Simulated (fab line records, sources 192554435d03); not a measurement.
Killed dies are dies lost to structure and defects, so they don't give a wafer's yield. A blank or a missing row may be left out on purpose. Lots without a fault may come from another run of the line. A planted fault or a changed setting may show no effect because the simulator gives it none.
Split-lot experiment | flow n5_finfet | 7 lots, 21 wafers read, on a route of 1938 steps

THE SPLIT
At N5_BEOL_M12_SPUTTER_43 (material TaN, target thk 15 nm, time 24.19 s), the setting power_w was moved away from the recipe's 15000 W on 7 of the 21 wafers read, by -13.6% to +5.5%. The other wafers ran this setting at the recipe's value.

The reading is taken at the split's own step.

THE READING
TaN_of_BEOL_M12_SPUTTER_43.thk_nm (the simulator's own value, which no gauge read), in nm, at N5_BEOL_M12_SPUTTER_43 (material TaN, target thk 15 nm, time 24.19 s). The file gives no usual value for it. The 14 wafers here that ran the recipe average 15.0 nm, standard deviation 0.17 nm.

wafer  | tool, chamber at the split | power_w as run, W | against the recipe | TaN_of_BEOL_M12_SPUTTER_43.thk_nm, nm | against lot-mates on the recipe
L074.4 | pvd_sputter-01, -          | 13810             | -7.9%              | 14                                    | -1.0
L074.5 | pvd_sputter-01, -          | 15000             | recipe             | 15                                    | -
L074.6 | pvd_sputter-01, -          | 13810             | -7.9%              | 13.8                                  | -1.2
L080.1 | pvd_sputter-01, -          | 15000             | recipe             | 15                                    | -
L080.4 | pvd_sputter-01, -          | 15000             | recipe             | 15                                    | -
L080.3 | pvd_sputter-01, -          | 15000             | recipe             | 15.2                                  | -
L082.1 | pvd_sputter-03, -          | 14200             | -5.3%              | 14.2                                  | -0.6
L082.5 | pvd_sputter-03, -          | 14200             | -5.3%              | 14.2                                  | -0.6
L082.4 | pvd_sputter-03, -          | 15000             | recipe             | 14.8                                  | -
L088.1 | pvd_sputter-02, -          | 15830             | +5.5%              | 15.6                                  | +1.0
L088.5 | pvd_sputter-02, -          | 15830             | +5.5%              | 15.6                                  | +1.0
L088.3 | pvd_sputter-02, -          | 15000             | recipe             | 14.6                                  | -
L090.2 | pvd_sputter-01, -          | 12960             | -13.6%             | 12.8                                  | -2.2
L090.5 | pvd_sputter-01, -          | 15000             | recipe             | 15.2                                  | -
L090.6 | pvd_sputter-01, -          | 15000             | recipe             | 14.8                                  | -
L096.2 | pvd_sputter-03, -          | 15000             | recipe             | 15                                    | -
L096.6 | pvd_sputter-03, -          | 15000             | recipe             | 15                                    | -
L096.5 | pvd_sputter-03, -          | 15000             | recipe             | 15.2                                  | -
L095.2 | pvd_sputter-02, -          | 15000             | recipe             | 15                                    | -
L095.5 | pvd_sputter-02, -          | 15000             | recipe             | 15                                    | -
L095.3 | pvd_sputter-02, -          | 15000             | recipe             | 15.2                                  | -

THE FIT
A straight line over all 21 wafers: TaN_of_BEOL_M12_SPUTTER_43.thk_nm changes by +0.144 nm for each +1% of power_w; r = +0.97; the points scatter about the line by 0.17 nm.
The same after taking each lot's own level away (the mean of its wafers on the recipe; 21 wafers): +0.154 nm for each +1%; r = +0.98; scatter 0.13 nm.
On that fit, the largest move of power_w shifts the reading by 2.1 nm.
The lots' own levels span 14.60 to 15.07 nm, that is 2.8 times the standard deviation above.
So the lot-to-lot level changes the slope little: the two slopes agree.
Check: with one of the wafers moved furthest among these (-13.6%) left out of the fit, the line predicts -1.94 nm for it against its lot-mates. It came out at -2.2 nm against them.

OTHER SPLITS ON THESE WAFERS
These wafers also went through other splits before the reading. Each is held against what the fit with the lots' levels taken away leaves over:
other split on the same wafers    | wafers away from the commonest value | r with TaN_of_BEOL_M12_SPUTTER_43.thk_nm (lot level and that fit taken away)
N5_BEOL_M10_TRENCH_ETCH_37 time_s | 7                                    | +0.07

THE FILE'S OWN FIT
TaN_of_BEOL_M12_SPUTTER_43.thk_nm changes by +0.154 nm for each +1% of power_w, r = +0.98.
